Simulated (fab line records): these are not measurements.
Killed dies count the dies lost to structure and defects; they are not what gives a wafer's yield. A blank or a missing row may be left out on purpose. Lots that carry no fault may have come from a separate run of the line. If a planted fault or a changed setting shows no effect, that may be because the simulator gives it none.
Chamber matching    flow n5Finfet    pecvd-04 running N5_BEOL_M11_PECVD_70: 3 sister chambers
The step deposits SiO2 from TEOS/O2, target thk 20 nm, time 22.7 s. 6 wafers are shown with their chamber, then 9 later ones without.

== EACH WAFER AND ITS CHAMBER ==
wafer   chamber  throttleValvePct (%)  showerheadPlenumPTorr (Torr)
L078.6  0        21.0                  8.79
L088.1  1        22.6                  8.70
L088.6  2        21.4                  8.82
L091.4  1        22.8                  8.69
L091.5  0        20.9                  8.80
L091.6  2        21.3                  8.82

== WAFERS WHOSE CHAMBER IS MISSING ==
wafer   throttleValvePct (%)  showerheadPlenumPTorr (Torr)
L092.2  22.9                  8.66
L092.3  20.8                  8.77
L092.5  21.4                  8.82
L095.3  20.8                  8.79
L095.4  21.4                  8.84
L095.5  22.7                  8.68
L096.3  22.8                  8.70
L096.5  20.9                  8.79
L096.6  21.3                  8.83

== CHAMBER TAKEN BY EACH ==
wafer   from the rows above  in truth
L092.2  1                    1
L092.3  0                    0
L092.5  2                    2
L095.3  0                    0
L095.4  2                    2
L095.5  1                    1
L096.3  1                    1
L096.5  0                    0
L096.6  2                    2
Correctly placed: 9 of 9. Not placeable from these rows: 0. Placed wrongly: 0.
How it was worked out, from the rows above alone: a wafer's distance from a chamber is the root of the sum, over the readings, of the square of ((its reading less the chamber's mean) divided by the reading's scatter). The wafer belongs to the nearest chamber; if the next one is less than 2 further off, it can't be placed. A chamber's mean is the mean of its shown wafers. How the scatter is found: for the shown wafers, subtract from each reading the mean of its chamber, square and add these, divide the total by (wafers less chambers), then take the root.
